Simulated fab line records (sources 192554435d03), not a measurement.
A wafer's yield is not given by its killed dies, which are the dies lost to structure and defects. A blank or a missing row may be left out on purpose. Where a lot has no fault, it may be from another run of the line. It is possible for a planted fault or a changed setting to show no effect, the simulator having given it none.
Which tool was responsible?    flow n5 finfet    Sampling: 10 lots, 29 wafers, 4 of 1938 route steps

## WHAT THE GAUGES READ, wafer by wafer
N5_BEOL_M11_CD_MEAS_35: the cd target is 70 nm. Usual: cd nm 69.9 nm, standard deviation 0.69.
lot   measured      on         cd nm (nm)      flag
L787  day 10 18:56  cd sem-03  70.6 70.1 69.9  
L785  day 10 19:12  cd sem-02  71.5 69.9 72.2  
L789  day 11 15:36  cd sem-01  70.6 70.4 70.7  
L788  day 11 17:59  cd sem-01  69.2 70.2 69.2  
L791  day 12 10:49  cd sem-03  71.0 70.4 70.3  
L795  day 13 19:38  cd sem-02  69.9 70.8 69.8  
L800  day 15 02:16  cd sem-02  69.5 69.0       
L803  day 15 09:05  cd sem-03  70.4 70.1 70.4  
L805  day 16 01:56  cd sem-01  70.3 69.9 70.5  
L806  day 16 07:14  cd sem-01  69.8 68.7 70.2  

## WHAT TOOL EACH LOT RAN ON (gives the tool, then ch and the chambers of the sampled wafers, and finally the start)
lot   N5_BEOL_M11_ETCH_61                 N5_BEOL_M11_VIA_ETCH_34             N5_BEOL_M11_STRIP_36
L787  rie diel-05 ch 0,2, day 10 17:11    rie diel-06 ch 1,2,3, day 10 18:30  rie diel-06 ch 1,2,3, day 10 18:34
L785  rie diel-03 ch 0,3, day 10 17:28    rie diel-05 ch 1,2,3, day 10 18:45  rie diel-05 ch 1,2,3, day 10 18:49
L789  rie diel-03 ch 1,2,3, day 11 14:10  rie diel-03 ch 0,1,3, day 11 15:10  rie diel-03 ch 0,1,3, day 11 15:14
L788  rie diel-05 ch 0,1,2, day 11 15:58  rie diel-05 ch 1,2, day 11 17:33    rie diel-05 ch 1,2, day 11 17:37
L791  rie diel-03 ch 1,2,3, day 12 07:15  rie diel-05 ch 1,2,3, day 12 10:23  rie diel-05 ch 1,2,3, day 12 10:26
L795  rie diel-03 ch 0,1, day 13 16:55    rie diel-03 ch 1,3, day 13 19:11    rie diel-03 ch 1,3, day 13 19:15
L800  rie diel-05 ch 0,3, day 14 22:10    rie diel-03 ch 1,2, day 15 01:50    rie diel-03 ch 1,2, day 15 01:53
L803  rie diel-05 ch 1,3, day 15 06:22    rie diel-06 ch 1,2, day 15 08:38    rie diel-06 ch 1,2, day 15 08:42
L805  rie diel-03 ch 0,2,3, day 16 00:18  rie diel-06 ch 0,1,3, day 16 01:31  rie diel-06 ch 0,1,3, day 16 01:34
L806  rie diel-03 ch 0,2,3, day 16 05:37  rie diel-06 ch 0,3, day 16 06:47    rie diel-06 ch 0,3, day 16 06:51
- N5_BEOL_M11_ETCH_61: etches SiARC in CF4, target depth 39 nm, time 65 s.
- N5_BEOL_M11_VIA_ETCH_34: etches SiCOH lowk in C4F6/O2, target depth 184.5 nm, time 69.2 s.
- N5_BEOL_M11_STRIP_36: strips in N2/H2.

## AS READ BY THE TOOLS THEMSELVES (means over the sampled wafers that have a number; for cases with no such wafer, the mark the record gives instead)
N5_BEOL_M11_ETCH_61. Usual: chamber pressure mTorr 40.00 mTorr, standard deviation 0.04; drypump motor current A 5.9 A, standard deviation 0.39; etch rf on time s 65.5 s, standard deviation 1.6; mfc ar sccm 100.0 sccm, standard deviation 0.33; oes product au 0.68 a.u., standard deviation 0.071; rf vpp V 184.3 V, standard deviation 1.1; showerhead plenum p Torr 2.16 Torr, standard deviation 0.066; throttle valve pct 15.72 %, standard deviation 0.17.
lot   tool         chamber pressure mTorr (mTorr)  drypump motor current A (A)  etch rf on time s (s)  mfc ar sccm (sccm)  oes product au (a.u.)  rf vpp V (V)  showerhead plenum p Torr (Torr)  throttle valve pct (%)  flag
L787  rie diel-05  40.00                           6.2                          64.6                   100.3               0.71                   185.2         2.19                             15.56                   
L785  rie diel-03  40.03                           5.8                          65.4                   99.8                0.66                   184.4         2.15                             15.72                   
L789  rie diel-03  40.00                           6.0                          66.6                   99.9                0.60                   184.6         2.16                             15.83                   
L788  rie diel-05  40.04                           5.7                          64.3                   99.9                0.68                   183.8         2.12                             15.59                   
L791  rie diel-03  39.98                           5.9                          66.0                   100.3               0.61                   184.6         2.16                             15.85                   
L795  rie diel-03  39.99                           6.0                          65.5                   99.8                0.63                   184.6         2.14                             15.73                   
L800  rie diel-05  39.99                           5.9                          64.5                   100.2               0.72                   185.9         2.25                             15.52                   
L803  rie diel-05  39.98                           5.3                          64.9                   99.8                0.68                   183.8         2.11                             15.56                   
L805  rie diel-03  40.00                           5.9                          65.0                   99.6                0.67                   184.7         2.15                             15.73                   
L806  rie diel-03  40.00                           5.9                          65.3                   100.2               0.68                   183.8         2.15                             15.74                   

N5_BEOL_M11_VIA_ETCH_34. Usual: for chamber pressure mTorr, 30.001 mTorr with a standard deviation of 0.03; for drypump motor current A, 5.8 A with a standard deviation of 0.48; for mfc ar sccm, 299.9 sccm with a standard deviation of 0.91; for oes product au, 0.80 a.u. with a standard deviation of 0.081; for rf vpp V, 672 V with a standard deviation of 9.9; for showerhead plenum p Torr, 2.88 Torr with a standard deviation of 0.1; for throttle valve pct, 21.03 % with a standard deviation of 0.17.
lot   tool         chamber pressure mTorr (mTorr)  drypump motor current A (A)  mfc ar sccm (sccm)  oes product au (a.u.)  rf vpp V (V)  showerhead plenum p Torr (Torr)  throttle valve pct (%)  flag
L787  rie diel-06  30.035                          5.9                          299.9               0.85                   673           2.92                             21.07                   
L785  rie diel-05  30.016                          5.2                          301.1               0.85                   672           2.84                             20.87                   
L789  rie diel-03  29.983                          5.9                          299.5               0.73                   664           2.86                             21.07                   
L788  rie diel-05  30.014                          5.1                          300.1               0.82                   665           2.76                             21.01                   
L791  rie diel-05  30.043                          5.2                          299.6               0.83                   673           2.83                             20.90                   
L795  rie diel-03  29.968                          5.8                          300.0               0.70                   657           2.83                             21.09                   
L800  rie diel-03  29.993                          6.1                          300.2               1.06                   666           2.88                             21.06                   OFF
L803  rie diel-06  30.013                          5.7                          299.7               0.82                   673           3.00                             21.05                   
L805  rie diel-06  30.010                          6.0                          300.3               0.77                   675           2.85                             21.20                   
L806  rie diel-06  29.993                          5.9                          299.3               0.79                   671           2.80                             21.13                   

N5_BEOL_M11_STRIP_36. Usual: chamber pressure mTorr 20.00 mTorr, standard deviation 0.045; drypump motor current A 5.8 A, standard deviation 0.48; oes product au 0.80 a.u., standard deviation 0.079; rf vpp V 59.3 V, standard deviation 2.1; showerhead plenum p Torr 2.57 Torr, standard deviation 0.094; throttle valve pct 23.8 %, standard deviation 0.34.
lot   tool         chamber pressure mTorr (mTorr)  drypump motor current A (A)  oes product au (a.u.)  rf vpp V (V)  showerhead plenum p Torr (Torr)  throttle valve pct (%)  flag
L787  rie diel-06  20.01                           5.9                          0.84                   60.4          2.61                             23.9                    
L785  rie diel-05  20.01                           5.2                          0.85                   60.2          2.54                             23.7                    
L789  rie diel-03  20.01                           5.9                          0.74                   59.6          2.53                             23.7                    
L788  rie diel-05  20.03                           5.2                          0.81                   57.9          2.46                             23.9                    
L791  rie diel-05  20.04                           5.2                          0.83                   59.7          2.54                             23.7                    
L795  rie diel-03  20.03                           5.8                          0.71                   57.6          2.51                             23.6                    
L800  rie diel-03  19.98                           6.2                          0.84                   57.7          2.55                             23.6                    
L803  rie diel-06  19.99                           5.7                          0.82                   57.0          2.67                             23.9                    
L805  rie diel-06  19.98                           6.0                          0.78                   57.9          2.56                             24.0                    
L806  rie diel-06  20.00                           5.9                          0.81                   60.9          2.49                             23.7                    

## THE ANSWER, worked out from the rows above alone
Rule: take the mean of a lot's wafers that have a number; if it is more than 3 standard deviations from the usual mean, the lot is off. Also off: a lot with no number at a reading for which 4 or more lots have one. The other lots that the step has rows for count as sound. After the gauges, taken in route order, come the tools' own readings; for these a lot's mean is taken, as printed above. At the first step where some lot is off, the reading lying furthest off is the one used; lots without a number count as furthest.
Off at N5_BEOL_M11_VIA_ETCH_34 (oes product au): L800.
A tool fits if, at that step or a process step before it, it ran every lot that is off, and no sound lot after the first of them. One fits: rie diel-03 at N5_BEOL_M11_VIA_ETCH_34. A fault onset in the window from L795 (day 13 19:11, its last sound lot) to L800 (day 15 01:50, its first lot off) fits.
On the lots that are off, the tool's own readings at N5_BEOL_M11_VIA_ETCH_34 differ by more than 5 times the standard deviation of the sound lots' means, which bears it out; oes product au reads 1.06 a.u. there versus 0.80 a.u. on the sound lots.

## WHAT THE SIMULATOR HAD INSERTED
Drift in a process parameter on rie diel-03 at N5_BEOL_M11_VIA_ETCH_34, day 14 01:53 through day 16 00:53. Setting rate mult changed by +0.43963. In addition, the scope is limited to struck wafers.
Lots struck among those shown: L800. The rule above found the same.
